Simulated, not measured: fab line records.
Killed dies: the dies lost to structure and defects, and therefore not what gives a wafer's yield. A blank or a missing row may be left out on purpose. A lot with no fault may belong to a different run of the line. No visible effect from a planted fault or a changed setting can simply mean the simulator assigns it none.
Lot-split experiment    flow n5Finfet    on a route of 1938 steps: 7 lots, 21 wafers read

## THE SPLIT ITSELF
At N5_BEOL_M8_COAT_63 (time 60 s, resist thk 60 nm), the setting spinRpm was moved away from the recipe's 1500 rpm on 8 of the 21 wafers read, by -8.1% to +4.9%. This setting was run at the recipe's value on the other wafers.

## FROM THE SPLIT TO THE READING: what the file shows between them, 6 steps
- N5_BEOL_M8_DESCUM_33: chemistry O2, time 7 s (also split here: timeS)
- N5_BEOL_M8_ETCH_72: etches underlayer in N2/H2, target depth 6.5 nm, time 5.2 s
- N5_BEOL_M8_ETCH_65: etches SiARC in CF4, target depth 15.6 nm, time 26 s
- N5_BEOL_M8_ETCH_66: etches SOC in N2/H2, target depth 80 nm, overetch 16 nm, time 120 s
- N5_BEOL_M8_STRIP_69: strips in N2/H2
- N5_BEOL_M8_STRIP_73: strips in N2/H2

## THE READING
SOC_of_BEOL_M8_COAT_63.thkNm (the simulator's own value, which no gauge read), in nm, at N5_BEOL_M8_VIA_ETCH_34 (etches SiCOH lowk in C4F6/O2, target depth 125.5 nm, time 50.5 s). No usual value for it is given in the file. Here, 13 wafers ran the recipe; their average is 53.8 nm with a standard deviation of 0.17 nm.

wafer   tool, chamber at the split  spinRpm as run, rpm  against the recipe  SOC_of_BEOL_M8_COAT_63.thkNm, nm  against lot-mates on the recipe
L081.2  lithoTrack-03, 0            1500                 recipe              54                                -
L081.5  lithoTrack-03, 0            1500                 recipe              54                                -
L081.4  lithoTrack-03, 0            1500                 recipe              53.8                              -
L082.1  lithoTrack-05, 0            1574                 +4.9%               52.4                              -1.6
L082.4  lithoTrack-05, 0            1500                 recipe              54                                -
L082.5  lithoTrack-05, 0            1574                 +4.9%               52.2                              -1.8
L084.3  lithoTrack-02, 0            1500                 recipe              53.8                              -
L084.5  lithoTrack-02, 0            1500                 recipe              53.8                              -
L084.6  lithoTrack-02, 0            1500                 recipe              53.8                              -
L088.1  lithoTrack-03, 0            1552                 +3.5%               53.2                              -1.0
L088.2  lithoTrack-03, 0            1552                 +3.5%               53                                -1.2
L088.5  lithoTrack-03, 0            1500                 recipe              54.2                              -
L090.1  lithoTrack-03, 0            1379                 -8.1%               56.2                              +2.6
L090.2  lithoTrack-03, 0            1500                 recipe              53.6                              -
L090.6  lithoTrack-03, 0            1379                 -8.1%               56.4                              +2.8
L096.1  lithoTrack-05, 0            1500                 recipe              53.8                              -
L096.2  lithoTrack-05, 0            1452                 -3.2%               54.6                              +0.8
L096.5  lithoTrack-05, 0            1452                 -3.2%               54.8                              +1.0
L097.3  lithoTrack-05, 0            1500                 recipe              53.6                              -
L097.6  lithoTrack-05, 0            1500                 recipe              53.6                              -
L097.4  lithoTrack-05, 0            1500                 recipe              53.8                              -

THE FIT
A straight line over all 21 wafers: SOC_of_BEOL_M8_COAT_63.thkNm changes by -0.293 nm for each +1% of spinRpm; r = -0.98; the points scatter about the line by 0.19 nm.
The same after taking each lot's own level away (the mean of its wafers on the recipe; 21 wafers): -0.33 nm for each +1%; r = -1.00; scatter 0.1 nm.
On that fit, the largest move of spinRpm shifts the reading by 2.7 nm.
From 53.60 to 54.20 nm: that is the span of the lots' own levels, equal to 3.5 times the standard deviation above.
Hence the slope depends on the lot-to-lot level, as the two fits are not the same.
Check: for one of the wafers moved furthest among these (-8.1%), held out of the fit, the line's prediction against its lot-mates is +2.68 nm. It came out at +2.6 nm against them.

## OTHER SPLITS APPLIED TO THESE WAFERS
Before the reading, these wafers also passed through other splits. Each is held against what the fit with the lots' levels taken away leaves over:
other split on the same wafers  wafers away from the commonest value  r with SOC_of_BEOL_M8_COAT_63.thkNm (lot level and that fit taken away)
N5_BEOL_M3_COAT_67 spinRpm      8                                     -0.16
N5_BEOL_M4_DEP_57 timeS         9                                     +0.03
N5_BEOL_M5_COAT_66 spinRpm      8                                     +0.02
N5_BEOL_M5_COAT_22 spinRpm      8                                     -0.04
N5_BEOL_M6_ETCH_66 biasW        6                                     -0.15
N5_BEOL_M7_DEP_56 timeS         9                                     -0.04
N5_BEOL_M8_DESCUM_33 timeS      8                                     +0.24

## THE WHOLE CHAIN: every reading that the file lists as answering this split, in the file's order
step                    what it does                                                         reading                                                                        change (the file's fit)                r (the file's)
N5_BEOL_M8_COAT_63      time 60 s, resist thk 60 nm                                          SOC_of_BEOL_M8_COAT_63.thkNm (the simulator's own value, which no gauge read)  -0.314 nm for each +1% of the setting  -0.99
N5_BEOL_M8_ETCH_66      etches SOC in N2/H2, target depth 80 nm, overetch 16 nm, time 120 s  etch.depthNm (the simulator's own value, which no gauge read)                  -0.317 nm for each +1% of the setting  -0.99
N5_BEOL_M8_VIA_ETCH_34  etches SiCOH lowk in C4F6/O2, target depth 125.5 nm, time 50.5 s     SOC_of_BEOL_M8_COAT_63.thkNm (the simulator's own value, which no gauge read)  -0.33 nm for each +1% of the setting   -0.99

## FILE'S OWN FIT
SOC_of_BEOL_M8_COAT_63.thkNm changes by -0.33 nm for each +1% of spinRpm, r = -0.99.
